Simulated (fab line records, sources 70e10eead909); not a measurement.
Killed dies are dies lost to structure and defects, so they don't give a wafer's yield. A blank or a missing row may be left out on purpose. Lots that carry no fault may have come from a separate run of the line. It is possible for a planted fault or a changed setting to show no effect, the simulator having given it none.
fab line records	flow nandHarc	part 2 of 2: steps 25 to 32 of 32
record: lots: 5	wafers: 15	lastDay: 22
route steps=1159 shown A_CONTACT@842
lots untouched by any fault: they come from a run of this same line in which no faults occurred
startH: the number of hours between the record's first day and the start of the first shown wafer of the lot	waitH: hours from the lot's prior step to this one	" unchanged from the row above	L1.1+2: a row that stands for several wafers	- value missing, or start not given	* or withheld: withheld	< > ~ a bound
route shown NAME@n: a module of which the file shows steps, and the number in the route of the first	usual: mean/standard deviation taken from wafers without a fault	same: alike in all rows	chamber/n: place in a boat	sites: readings site by site	_std_site: standard deviation of those values	_edge_site: inner sites' mean taken away from outer sites' mean	radiusMm: how far each site lies from the wafer's centre	mask NAME#n: copy n	behind: the tool/chamber that last shaped the wafer	hold: why the lot was held/for how many hours/how that ended	device: whichever transistor did not switch (one of n, p or np)	end of line: the route-end tests of the same wafers	a step given without rows: its recipe and nothing more	killed: dies lost to structure and defects at the first sort, not the wafer's yield	map: dies across one wafer; x = killed, . = not, _ = none there
set.NAME: the setting the step ran with; set.NAME@STEP: the setting that earlier step ran with	model.NAME: the simulator's own value behind a step, which no gauge read
lots seen at some steps along the route; tables by step, rows by wafer
services: from which hour (startH, from the record's first day; less than 0 if before it) a tool's chamber was out of use, for how many hours, and why
== steps ==
step: NHARC_A_CONTACT_ETCH_115
recipe: sourceW: withheld	pressureMtorr: 20	biasV: 3000	timeS: 94	targetDepthA: 9220	arFlowSccm: withheld	c4f8FlowSccm: withheld	o2FlowSccm: withheld	chemistry: C4F8/O2/Ar
usual: oesAirLineAu: 0.998/0.018
lot.wafer	tool	chamber	startH	waitH	oesAirLineAu	rfHoursCounterH
L081.2	harCapEtch-01	1	415.69	0.1	1.004	63
L081.3	"	1	"	"	0.995	-
L081.6	"	0	"	"	0.991	-
L083.2	harCapEtch-01	1	433.00	0.1	1.021	65
L083.4	"	0	"	"	0.989	-
L083.5	"	0	"	"	0.968	-
L088.4	harCapEtch-03	1	448.03	0.1	1.026	-
L088.3	"	0	"	"	1.010	-
L088.6	"	0	"	"	1.006	-
L087.1	harCapEtch-03	1	455.97	0.1	0.957	93
L087.2	"	0	"	"	0.991	93
L087.3	"	0	"	"	0.982	-
L092.4	harCapEtch-02	1	459.78	0.1	0.981	-
L092.5	"	1	"	"	0.985	-
L092.6	"	0	"	"	1.014	-
step: NHARC_A_CONTACT_ETCH_116
recipe: sourceW: withheld	pressureMtorr: 20	biasV: 3000	timeS: 94	targetDepthA: 9220	arFlowSccm: withheld	c4f8FlowSccm: withheld	o2FlowSccm: withheld	chemistry: C4F8/O2/Ar
usual: oesAirLineAu: 1.003/0.022
lot.wafer	tool	chamber	startH	waitH	oesAirLineAu	rfHoursCounterH
L081.2	harCapEtch-01	1	415.78	0.1	1.011	63
L081.3	"	1	"	"	0.975	-
L081.6	"	0	"	"	0.975	-
L083.2	harCapEtch-01	1	433.09	0.1	0.997	65
L083.4	"	0	"	"	0.996	-
L083.5	"	0	"	"	1.029	-
L088.4	harCapEtch-03	1	448.12	0.1	1.008	-
L088.3	"	0	"	"	0.974	-
L088.6	"	0	"	"	1.011	-
L087.1	harCapEtch-03	1	456.06	0.1	0.978	93
L087.2	"	0	"	"	1.012	93
L087.3	"	0	"	"	1.006	-
L092.4	harCapEtch-02	1	459.87	0.1	0.987	-
L092.5	"	1	"	"	1.016	-
L092.6	"	0	"	"	0.999	-
step: NHARC_A_CONTACT_ETCH_117
recipe: sourceW: withheld	pressureMtorr: 20	biasV: 3000	timeS: 94	targetDepthA: 9220	arFlowSccm: withheld	c4f8FlowSccm: withheld	o2FlowSccm: withheld	chemistry: C4F8/O2/Ar
usual: oesAirLineAu: 1.001/0.021
lot.wafer	tool	chamber	startH	waitH	oesAirLineAu	rfHoursCounterH
L081.2	harCapEtch-01	1	415.87	0.1	0.987	63
L081.3	"	1	"	"	0.996	-
L081.6	"	0	"	"	0.952	-
L083.2	harCapEtch-01	1	433.18	0.1	0.992	65
L083.4	"	0	"	"	1.053	-
L083.5	"	0	"	"	1.046	-
L088.4	harCapEtch-03	1	448.21	0.1	0.992	-
L088.3	"	0	"	"	1.017	-
L088.6	"	0	"	"	1.007	-
L087.1	harCapEtch-03	1	456.15	0.1	0.999	93
L087.2	"	0	"	"	0.975	93
L087.3	"	0	"	"	0.984	-
L092.4	harCapEtch-02	1	459.96	0.1	0.998	-
L092.5	"	1	"	"	0.993	-
L092.6	"	0	"	"	1.015	-
step: NHARC_A_CONTACT_ETCH_118
recipe: sourceW: withheld	pressureMtorr: 20	biasV: 3000	timeS: 94	targetDepthA: 9220	arFlowSccm: withheld	c4f8FlowSccm: withheld	o2FlowSccm: withheld	chemistry: C4F8/O2/Ar
usual: oesAirLineAu: 0.999/0.021
lot.wafer	tool	chamber	startH	waitH	oesAirLineAu	rfHoursCounterH
L081.2	harCapEtch-01	1	415.96	0.1	0.975	63
L081.3	"	1	"	"	0.979	-
L081.6	"	0	"	"	1.002	-
L083.2	harCapEtch-01	1	433.27	0.1	0.984	65
L083.4	"	0	"	"	0.985	-
L083.5	"	0	"	"	1.002	-
L088.4	harCapEtch-03	1	448.30	0.1	1.002	-
L088.3	"	0	"	"	1.003	-
L088.6	"	0	"	"	1.003	-
L087.1	harCapEtch-03	1	456.24	0.1	0.998	93
L087.2	"	0	"	"	0.994	93
L087.3	"	0	"	"	0.977	-
L092.4	harCapEtch-02	1	460.05	0.1	1.000	-
L092.5	"	1	"	"	1.007	-
L092.6	"	0	"	"	0.984	-
step: NHARC_A_CONTACT_ETCH_119
recipe: sourceW: withheld	pressureMtorr: 20	biasV: 3000	timeS: 94	targetDepthA: 9220	arFlowSccm: withheld	c4f8FlowSccm: withheld	o2FlowSccm: withheld	chemistry: C4F8/O2/Ar
usual: oesAirLineAu: 1.000/0.02
lot.wafer	tool	chamber	startH	waitH	oesAirLineAu	rfHoursCounterH
L081.2	harCapEtch-01	1	416.05	0.1	1.011	63
L081.3	"	1	"	"	0.976	-
L081.6	"	0	"	"	0.981	-
L083.2	harCapEtch-01	1	433.36	0.1	1.016	65
L083.4	"	0	"	"	1.022	-
L083.5	"	0	"	"	0.990	-
L088.4	harCapEtch-03	1	448.40	0.1	1.015	-
L088.3	"	0	"	"	0.966	-
L088.6	"	0	"	"	0.976	-
L087.1	harCapEtch-03	1	456.33	0.1	1.011	93
L087.2	"	0	"	"	0.983	93
L087.3	"	0	"	"	1.005	-
L092.4	harCapEtch-02	1	460.14	0.1	1.025	-
L092.5	"	1	"	"	0.999	-
L092.6	"	0	"	"	1.009	-
step: NHARC_A_CONTACT_ETCH_120
recipe: sourceW: withheld	pressureMtorr: 20	biasV: 3000	timeS: 94	targetDepthA: 9220	arFlowSccm: withheld	c4f8FlowSccm: withheld	o2FlowSccm: withheld	chemistry: C4F8/O2/Ar
usual: oesAirLineAu: 1.001/0.02
lot.wafer	tool	chamber	startH	waitH	oesAirLineAu	rfHoursCounterH
L081.2	harCapEtch-01	1	416.14	0.1	1.017	63
L081.3	"	1	"	"	0.997	-
L081.6	"	0	"	"	0.978	-
L083.2	harCapEtch-01	1	433.45	0.1	1.018	66
L083.4	"	0	"	"	0.983	-
L083.5	"	0	"	"	0.977	-
L088.4	harCapEtch-03	1	448.49	0.1	1.012	-
L088.3	"	0	"	"	0.997	-
L088.6	"	0	"	"	1.040	-
L087.1	harCapEtch-03	1	456.42	0.1	1.003	93
L087.2	"	0	"	"	1.010	93
L087.3	"	0	"	"	0.996	-
L092.4	harCapEtch-02	1	460.23	0.1	0.995	-
L092.5	"	1	"	"	0.990	-
L092.6	"	0	"	"	0.991	-
step: NHARC_A_CONTACT_ETCH_121
recipe: sourceW: withheld	pressureMtorr: 20	biasV: 3000	timeS: 94	targetDepthA: 9220	arFlowSccm: withheld	c4f8FlowSccm: withheld	o2FlowSccm: withheld	chemistry: C4F8/O2/Ar
usual: oesAirLineAu: 0.999/0.02
lot.wafer	tool	chamber	startH	waitH	oesAirLineAu	rfHoursCounterH
L081.2	harCapEtch-01	1	416.23	0.1	0.944	63
L081.3	"	1	"	"	0.974	-
L081.6	"	0	"	"	0.996	-
L083.2	harCapEtch-01	1	433.55	0.1	0.962	66
L083.4	"	0	"	"	0.979	-
L083.5	"	0	"	"	0.976	-
L088.4	harCapEtch-03	1	448.58	0.1	1.011	-
L088.3	"	0	"	"	0.988	-
L088.6	"	0	"	"	0.992	-
L087.1	harCapEtch-03	1	456.51	0.1	1.008	93
L087.2	"	0	"	"	0.994	93
L087.3	"	0	"	"	1.012	-
L092.4	harCapEtch-02	1	460.32	0.1	0.975	-
L092.5	"	1	"	"	0.995	-
L092.6	"	0	"	"	1.009	-
step: NHARC_A_CONTACT_ETCH_122
recipe: sourceW: withheld	pressureMtorr: 20	biasV: 3000	timeS: 95	targetDepthA: 9300	arFlowSccm: withheld	c4f8FlowSccm: withheld	o2FlowSccm: withheld	chemistry: C4F8/O2/Ar
usual: oesAirLineAu: 1.004/0.019
lot.wafer	tool	chamber	startH	waitH	oesAirLineAu	rfHoursCounterH
L081.2	harCapEtch-01	1	416.33	0.1	1.001	63
L081.3	"	1	"	"	0.974	-
L081.6	"	0	"	"	0.985	-
L083.2	harCapEtch-01	1	433.64	0.1	1.010	66
L083.4	"	0	"	"	0.999	-
L083.5	"	0	"	"	1.014	-
L088.4	harCapEtch-03	1	448.67	0.1	0.995	-
L088.3	"	0	"	"	0.989	-
L088.6	"	0	"	"	0.980	-
L087.1	harCapEtch-03	1	456.60	0.1	0.984	93
L087.2	"	0	"	"	0.988	93
L087.3	"	0	"	"	0.983	-
L092.4	harCapEtch-02	1	460.41	0.1	0.987	-
L092.5	"	1	"	"	0.994	-
L092.6	"	0	"	"	0.998	-
== services ==
tool	chamber	startH	hours	kind
arfiScanner-01	-	387.45	0.5	repair
rieDiel-03	-	392.56	9.0	pm
rieDiel-11	0	401.72	-	clean
rieDiel-11	1	401.72	-	clean
rieDiel-11	2	401.72	-	clean
rieDiel-11	3	401.72	-	clean
aclDep-03	-	406.51	13.0	pm
rieDiel-10	0	411.51	-	clean
rieDiel-10	1	411.51	-	clean
rieDiel-10	2	411.51	-	clean
rieDiel-10	3	411.51	-	clean
rieDiel-10	1	416.03	3.8	repair
harCapEtch-03	-	416.76	1.5	repair
rieDiel-11	0	416.98	5.5	repair
pecvd-01	-	418.23	13.0	pm
rieDiel-11	0	426.37	-	clean
rieDiel-11	1	426.37	-	clean
rieDiel-11	2	426.37	-	clean
rieDiel-11	3	426.37	-	clean
arfiScanner-02	-	428.02	4.0	pm
rieDiel-10	0	436.01	-	clean
rieDiel-10	1	436.01	-	clean
rieDiel-11	0	439.12	16.0	repair
lithoTrack-01	-	443.00	7.0	pm
